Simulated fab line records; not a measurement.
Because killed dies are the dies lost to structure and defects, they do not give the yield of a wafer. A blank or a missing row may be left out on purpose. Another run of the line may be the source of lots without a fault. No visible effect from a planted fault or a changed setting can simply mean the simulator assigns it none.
A struck lot beside a sound one ; flow nandHarc ; 41 steps out of a route of 1159
Sound: these wafers, L846.1, L846.2, L846.5. Struck: wafer L857.6. (L857.2 of the same lot was not struck and is left out.) The cause comes at the end.
At each step with rows: each side's tool, then ch and its chambers, then its first start. Under that, the readings that differ: sound wafers ; struck wafers ; difference of the means ; sigmas: that difference in standard deviations of wafers without a fault.
alike: readings with means less than 2 such deviations apart, plus words and numbers identical on both sides. not compared: withheld readings, readings lacking a value on some wafer, bounds such as >300 that could conceal the same value, and numbers that have no deviation in the record and whose values overlap.
Wherever a step has rows on one side only, a row that says differs or no value, or a row with sigmas, the two part there. Numbers that don't overlap but have no deviation are shown without sigmas and don't part them. A reading missing from all wafers of one side parts the sides only when that side holds two or more wafers.

first, 12 steps without rows for these wafers: NHARC_P_GATE_STRIP_101 (strips in O2, time 20 s); NHARC_P_GATE_PRECLEAN_97 (cleans in SPM, time 600 s); NHARC_P_GATE_SRD_98; NHARC_P_GATE_PRECLEAN_99 (cleans in SC1); NHARC_P_GATE_SRD_100; NHARC_P_GATE_DEHYDRATE_38 (time 120 s); NHARC_P_GATE_HMDS_39 (time 30 s); NHARC_P_GATE_COAT_40; NHARC_P_GATE_SOFTBAKE_41 (time 95 s); NHARC_P_GATE_EBR_42; NHARC_P_GATE_EXPOSE_43 (exposes mask P NSD, target cd 720 nm); NHARC_P_GATE_PEB_44 (peb time 85 s).
NHARC_P_GATE_DEVELOP_45: time 70 s.
  sound on lithoTrack-05 ch 0, day 5 14:00; struck on lithoTrack-03 ch 0, day 8 10:00
then, 1 step without rows for these wafers: NHARC_P_GATE_HARDBAKE_47 (time 80 s).
NHARC_P_GATE_DESCUM_48: chemistry O2, time 3 s.
  sound on rieDiel-13 ch 0,1,2, day 5 15:10; struck on rieDiel-05 ch 3, day 8 10:35
reading;sound;struck;difference;sigmas
showerheadPlenumPTorr (Torr);2.08 2.03 2.04;1.91;-0.14;-2
model.P_GATE.cdNm (nm);722 719.4 715.2;120.2;-598.7;
  alike: drypumpMotorCurrentA, oesProductAu, rfVppV, throttleValvePct
  not compared: rfHoursCounterH
after that, 1 step had no rows for these wafers: NHARC_P_GATE_IMPLANT_49.
NHARC_P_GATE_STRIP_111: strips in N2/H2, time 250 s.
  sound on plasmaAsher-02 ch 0,1, day 5 15:53; struck on plasmaAsher-01 ch 0, day 8 10:59
reading;sound;struck;difference;sigmas
heaterPowerW (W);81 96 97;76;-15;-2
  alike: drypumpMotorCurrentA
  not compared: rfHoursCounterH
NHARC_P_GATE_STRIP_75: strips in O2.
  sound on plasmaAsher-02 ch 0,1, day 5 16:11; struck on plasmaAsher-01 ch 0, day 8 11:14
reading;sound;struck;difference;sigmas
heaterPowerW (W);302 365 369;291;-54;-2
  alike: drypumpMotorCurrentA
  not compared: rfHoursCounterH
then, 10 steps without rows for these wafers: NHARC_P_GATE_STRIP_50 (strips in SPM, time 900 s); NHARC_P_GATE_DEHYDRATE_51 (time 120 s); NHARC_P_GATE_HMDS_52 (time 30 s); NHARC_P_GATE_COAT_53; NHARC_P_GATE_SOFTBAKE_54 (time 95 s); NHARC_P_GATE_EBR_55; NHARC_P_GATE_EXPOSE_56 (exposes mask P PSD, target cd 720 nm); NHARC_P_GATE_PEB_57 (peb time 85 s); NHARC_P_GATE_DEVELOP_58 (time 70 s); NHARC_P_GATE_HARDBAKE_60 (time 80 s).
NHARC_P_GATE_DESCUM_61: chemistry O2, time 3 s.
  sound on rieDiel-05 ch 1,3, day 5 17:19; struck on rieDiel-05 ch 0, day 8 12:34
reading;sound;struck;difference;sigmas
oesProductAu (a.u.);1.006 1.012 1.008;0.978;-0.031;-3
  alike: drypumpMotorCurrentA, rfVppV, showerheadPlenumPTorr, throttleValvePct
  not compared: rfHoursCounterH
after that, 1 step had no rows for these wafers: NHARC_P_GATE_IMPLANT_62.
NHARC_P_GATE_STRIP_112: strips in N2/H2, time 200 s.
  sound on plasmaAsher-01 ch 0,1, day 5 17:43; struck on plasmaAsher-01 ch 0, day 8 12:54
  alike: drypumpMotorCurrentA, heaterPowerW
  not compared: rfHoursCounterH
NHARC_P_GATE_STRIP_76: strips in O2.
  sound on plasmaAsher-01 ch 0,1, day 5 17:58; struck on plasmaAsher-01 ch 0, day 8 13:10
  alike: drypumpMotorCurrentA, heaterPowerW
  not compared: rfHoursCounterH
then, 8 steps without rows for these wafers: NHARC_P_GATE_STRIP_63 (strips in SPM, time 900 s); NHARC_P_GATE_DEHYDRATE_83 (time 120 s); NHARC_P_GATE_HMDS_84 (time 30 s); NHARC_P_GATE_COAT_85; NHARC_P_GATE_SOFTBAKE_86 (time 95 s); NHARC_P_GATE_EBR_87; NHARC_P_GATE_EXPOSE_88 (exposes mask P HVN, target cd 2000 nm); NHARC_P_GATE_PEB_89 (peb time 85 s).
NHARC_P_GATE_DESCUM_93: chemistry O2, time 3 s.
  sound on rieDiel-07 ch 0,1,3, day 5 19:18; struck on rieDiel-05 ch 1, day 8 14:10
reading;sound;struck;difference;sigmas
throttleValvePct (%);11.301 11.314 11.310;11.328;+0.020;+2
model.P_GATE.cdNm (nm);2002 1998 2005;120.2;-1881.5;
  alike: drypumpMotorCurrentA, oesProductAu, rfVppV, showerheadPlenumPTorr
  not compared: rfHoursCounterH

WHERE THEY PART
At NHARC_P_GATE_DESCUM_48 first; at NHARC_P_GATE_DESCUM_93 last (within this record only).

WHY: whatever the simulator had introduced
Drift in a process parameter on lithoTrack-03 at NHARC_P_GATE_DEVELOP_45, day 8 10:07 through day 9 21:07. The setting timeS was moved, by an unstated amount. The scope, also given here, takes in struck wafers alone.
